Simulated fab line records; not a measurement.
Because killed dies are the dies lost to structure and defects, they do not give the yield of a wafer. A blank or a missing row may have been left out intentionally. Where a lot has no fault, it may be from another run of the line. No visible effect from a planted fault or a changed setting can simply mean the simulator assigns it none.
Problem report in the 8D (eight disciplines) form, filled by code ; flow n5_finfet ; the parts of the form that need people (team, actions taken, sign-off) are left out

## 1. THE ISSUE
Wafers without a fault read 1499.9 rpm, standard deviation 1.1; spin_speed_rpm at N5_MOL_CONTACT_COAG_COAT_62 reads a mean of 1233.2 rpm on 6 wafers belonging to 2 lots. That is -99 or more standard deviations from the usual mean.
The step: time 60 s, resist thk 60 nm.
Seen first at day 8 08:03 on litho_track-01, wafer L798.2. Wafers with a number at this step in the record: 30, from 10 lots. The rule behind "out" and "out of limits": a value lying over 4 standard deviations away from the usual mean. The other wafers with a number count as sound.

## 2. WHAT THIS IS AND IS NOT
question;is;is not
which readings at this step;spin_speed_rpm;resist_line_temp_C
which lots;L798, L802;L787, L789, L790, L792, L795, L803, L806, L809
which wafers of those lots;all that have a number;-
read on which tools;litho_track-01;litho_track-03, litho_track-04
when;from day 8 08:03;"up to then (15 sound wafers); but 9 sound wafers of L803, L806, L809 came after"

## 3. SUSPECTS, AND WHAT RULES EACH OUT
Counting: a tool stays on the suspect list if, at a process step up to the reading, it processed all lots that are out and no sound lot following the first of them.
- litho_track-01 at N5_MOL_CONTACT_COAG_COAT_62 (time 60 s, resist thk 60 nm): kept. It ran every lot that is out, first L798 (day 8 08:03), and no sound lot after that; its last sound lot up to then is L795 (day 7 13:52). Out on those wafers are its own readings of spin_speed_rpm.
Left after counting: litho_track-01 at N5_MOL_CONTACT_COAG_COAT_62.

## 4. THE CAUSE (what the simulator had put in)
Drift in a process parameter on litho_track-01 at N5_MOL_CONTACT_COAG_COAT_62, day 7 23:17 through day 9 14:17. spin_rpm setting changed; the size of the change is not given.
Only this tool survived the counting.

## 5. SEQUENCE OF EFFECTS, ordered by route
Each row: a reading whose mean over the struck wafers that have a number lies more than 3 standard deviations from the usual. Scope: only readings with a usual standard deviation given in the record; hours: median across lots of the time from each lot's start at the first step in this table that gives one to its start at this step; sigmas: change in usual standard deviations.
hours;step;reading;usual;on struck wafers;change;sigmas
0;N5_MOL_CONTACT_COAG_COAT_62;spin_speed_rpm;1499.9 rpm;1233.2;-266.7;-99 or more
Here are the process steps it includes:
- N5_MOL_CONTACT_COAG_COAT_62: time 60 s, resist thk 60 nm.

## 6. WHAT WOULD HAVE CAUGHT IT SOONER
In this record no reading fell out of limits until day 8 08:03, 9 hours after the fault had begun at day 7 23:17.
